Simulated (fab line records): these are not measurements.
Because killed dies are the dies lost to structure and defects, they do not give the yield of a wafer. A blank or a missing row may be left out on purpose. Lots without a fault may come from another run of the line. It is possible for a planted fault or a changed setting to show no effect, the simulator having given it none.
Comparing a struck lot with a sound one / flow nand harc / 13 out of 1302 route steps
Sound: these wafers, L835.3, L835.5, L835.6. Struck: wafers L840.1, L840.3, L840.5. The cause comes at the end.
Each step with rows lists, per side, the tool, then ch with its chambers, then its first start. Under that, the readings that differ: sound wafers / struck wafers / difference of the means / sigmas: that difference in standard deviations of wafers without a fault.
alike: same words and numbers on both sides, and readings whose means sit less than 2 such deviations apart. not compared: any withheld reading, any reading some wafer has no value for, any bound like >300 that may hide the same value, and any number with overlapping values for which the record gives no deviation.
The two part at a step that has a row with sigmas, a row that says differs or no value, or rows on one side only. When numbers do not overlap yet have no deviation, they are printed without sigmas and do not part them. A reading missing from all wafers of one side parts the sides only when that side holds two or more wafers.

first, 1 step without rows for these wafers: NHARC_P_BONDPAD_SRD_31 (time 30 s, dry time 20 s).
NHARC_A_START_INSPECT_01:
  sound on defect inspect-02, day 7 03:23; struck on defect inspect-02, day 8 15:29
reading=raw defect count; sound=2 1 3; struck=9 7 2; difference=+4; sigmas=+2
then, 10 steps without rows for these wafers: NHARC_A_ZERO_WELL_PRECLEAN_00 (cleans in SPM, time 600 s); NHARC_A_ZERO_WELL_SRD_01; NHARC_A_ZERO_WELL_DEHYDRATE_02 (time 120 s); NHARC_A_ZERO_WELL_HMDS_03 (time 30 s); NHARC_A_ZERO_WELL_COAT_18 (time 65 s); NHARC_A_ZERO_WELL_COAT_04 (resist thk 600 nm); NHARC_A_ZERO_WELL_SOFTBAKE_05 (time 70 s); NHARC_A_ZERO_WELL_EBR_06; NHARC_A_ZERO_WELL_EXPOSE_07 (exposes mask A ZERO); NHARC_A_ZERO_WELL_PEB_08 (peb time 80 s).
NHARC_A_ZERO_WELL_DEVELOP_09: time 50 s.
  struck on litho track-05, day 8 16:00; sound on litho track-02 ch 0, day 7 04:00
  no value came back on the struck wafers for chill plate temp C (C), developer temp C (C), exhaust pa (Pa); on the sound wafers chill plate temp C (C) reads 23.15 23.23 22.96

== WHERE THEY PART ==
First at NHARC_A_START_INSPECT_01; last, within this record, at NHARC_A_ZERO_WELL_DEVELOP_09.

WHY: the cause the simulator had injected
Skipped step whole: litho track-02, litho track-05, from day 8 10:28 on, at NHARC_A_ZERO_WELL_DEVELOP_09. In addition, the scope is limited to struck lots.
